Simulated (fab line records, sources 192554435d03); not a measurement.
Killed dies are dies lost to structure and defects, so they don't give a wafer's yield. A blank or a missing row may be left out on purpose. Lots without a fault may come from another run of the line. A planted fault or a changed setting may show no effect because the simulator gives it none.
Split-lot experiment | flow n5_finfet | 7 lots, 39 wafers read, on a route of 1938 steps

THE SPLIT
At N5_BEOL_M7_ILD_DEP_00 (deposits SiCOH lowk from DEMS/porogen, target thk 179.75 nm, time 33.4 s), the setting target_thk_a was moved away from the recipe's 1797.5 angstrom on 9 of the 39 wafers read, by -52.2% to +39.7%. The other wafers ran this setting at the recipe's value.

FROM THE SPLIT TO THE READING: what the file shows between them, 1 step
- N5_BEOL_M7_CURE_74: cures SiCOH lowk, time 240 s

THE READING
M7_ILD_THK, in nm, at N5_BEOL_M7_THK_MEAS_01. Fault-free wafers of this fab line usually give 154.9 nm, standard deviation 1.9 nm.

wafer  | tool, chamber at the split | target_thk_a as run, angstrom | against the recipe | M7_ILD_THK, nm | against lot-mates on the recipe
L074.1 | pecvd-04, 1                | 2319                          | +29.0%             | 201.5          | +43.5
L074.2 | pecvd-04, 2                | 1797.5                        | recipe             | 156.4          | -
L074.3 | pecvd-04, 0                | 2319                          | +29.0%             | 200.6          | +42.6
L074.4 | pecvd-04, 0                | 1797.5                        | recipe             | 159.8          | -
L074.5 | pecvd-04, 1                | 1797.5                        | recipe             | 157.8          | -
L074.6 | pecvd-04, 2                | 2319                          | +29.0%             | 203.3          | +45.3
L087.1 | pecvd-04, 2                | 1797.5                        | recipe             | 153.9          | -
L087.2 | pecvd-04, 1                | 1797.5                        | recipe             | 154.9          | -
L087.3 | pecvd-04, 0                | 1797.5                        | recipe             | 155.2          | -
L087.4 | pecvd-04, 2                | 1797.5                        | recipe             | 156.8          | -
L087.5 | pecvd-04, 1                | 1797.5                        | recipe             | 157.2          | -
L087.6 | pecvd-04, 0                | 1797.5                        | recipe             | 157.7          | -
L089.1 | pecvd-04, 2                | 1797.5                        | recipe             | 155.9          | -
L089.2 | pecvd-04, 1,2              | 1797.5                        | recipe             | 157.2          | -
L089.3 | pecvd-04, 0                | 1797.5                        | recipe             | 155.5          | -
L089.4 | pecvd-04, 1                | 1797.5                        | recipe             | 159.3          | -
L089.5 | pecvd-04, 0                | 1797.5                        | recipe             | 158.1          | -
L089.6 | pecvd-04, 1,2              | 1797.5                        | recipe             | 157.2          | -
L092.1 | pecvd-02, 2                | 858.6                         | -52.2%             | 72.4           | -82.2
L092.2 | pecvd-02, 1                | 858.6                         | -52.2%             | 71.9           | -82.7
L092.3 | pecvd-02, 0                | 1797.5                        | recipe             | 153.9          | -
L092.4 | pecvd-02, 1                | 1797.5                        | recipe             | 154.1          | -
L092.5 | pecvd-02, 0                | 858.6                         | -52.2%             | 74.7           | -79.9
L092.6 | pecvd-02, 2                | 1797.5                        | recipe             | 155.8          | -
L094.3 | pecvd-01, 1                | 1797.5                        | recipe             | 152.4          | -
L094.4 | pecvd-01, 0                | 1797.5                        | recipe             | 152.8          | -
L094.6 | pecvd-01, 2                | 1797.5                        | recipe             | 158.1          | -
L095.1 | pecvd-01, 1                | 1797.5                        | recipe             | 154.8          | -
L095.2 | pecvd-01, 2                | 1797.5                        | recipe             | 156.3          | -
L095.3 | pecvd-01, 0                | 1797.5                        | recipe             | 155.3          | -
L095.4 | pecvd-01, 2                | 1797.5                        | recipe             | 158.7          | -
L095.5 | pecvd-01, 0                | 1797.5                        | recipe             | 156.8          | -
L095.6 | pecvd-01, 1                | 1797.5                        | recipe             | 157.2          | -
L093.1 | pecvd-02, 2                | 2511                          | +39.7%             | 212.8          | +59.9
L093.2 | pecvd-02, 1                | 1797.5                        | recipe             | 152.3          | -
L093.3 | pecvd-02, 0                | 1797.5                        | recipe             | 152.0          | -
L093.4 | pecvd-02, 2                | 2511                          | +39.7%             | 218.9          | +66.0
L093.5 | pecvd-02, 1                | 1797.5                        | recipe             | 154.4          | -
L093.6 | pecvd-02, 0                | 2511                          | +39.7%             | 217.1          | +64.2
Where a row lists several chambers, the file gives one row for several wafers and doesn't say which wafer went through which chamber.

THE FIT
A straight line over all 39 wafers: M7_ILD_THK changes by +1.57 nm for each +1% of target_thk_a; r = +1.00; the points scatter about the line by 2.1 nm.
The same after taking each lot's own level away (the mean of its wafers on the recipe; 39 wafers): +1.56 nm for each +1%; r = +1.00; scatter 1.7 nm.
On that fit, the largest move of target_thk_a shifts the reading by 82 nm.
The lots' own levels span 152.90 to 158.00 nm, that is 2.7 times the standard deviation above.
So the lot-to-lot level changes the slope little: the two slopes agree.
Check: with one of the wafers moved furthest among these (-52.2%) left out of the fit, the line predicts -81.6 nm for it against its lot-mates. It came out at -82.2 nm against them.

OTHER SPLITS ON THESE WAFERS
These wafers also went through other splits before the reading. Each is held against what the fit with the lots' levels taken away leaves over:
other split on the same wafers     | wafers away from the commonest value | r with M7_ILD_THK (lot level and that fit taken away)
N5_HKMG_FIN_ETCH_55 time_s         | 12                                   | +0.05
N5_BEOL_M0_SAQP_HM_DEP_111 time_s  | 12                                   | -0.05
N5_BEOL_M1_ILD_DEP_00 target_thk_a | 12                                   | -0.02

THE WHOLE CHAIN: every reading that the file lists as answering this split, in the file's order
step                   | what it does                                                             | reading                                                                                  | change (the file's fit)              | r (the file's)
N5_BEOL_M7_ILD_DEP_00  | deposits SiCOH lowk from DEMS/porogen, target thk 179.75 nm, time 33.4 s | SiCOH_lowk_of_BEOL_M7_ILD_DEP_00.thk_nm (the simulator's own value, which no gauge read) | +1.8 nm for each +1% of the setting  | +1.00
N5_BEOL_M7_CURE_74     | cures SiCOH lowk, time 240 s                                             | SiCOH_lowk_of_BEOL_M7_ILD_DEP_00.thk_nm (the simulator's own value, which no gauge read) | +1.56 nm for each +1% of the setting | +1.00
N5_BEOL_M7_THK_MEAS_01 |                                                                          | M7_ILD_THK                                                                               | +1.56 for each +1% of the setting    | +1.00

THE FILE'S OWN FIT
M7_ILD_THK changes by +1.56 nm for each +1% of target_thk_a, r = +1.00.
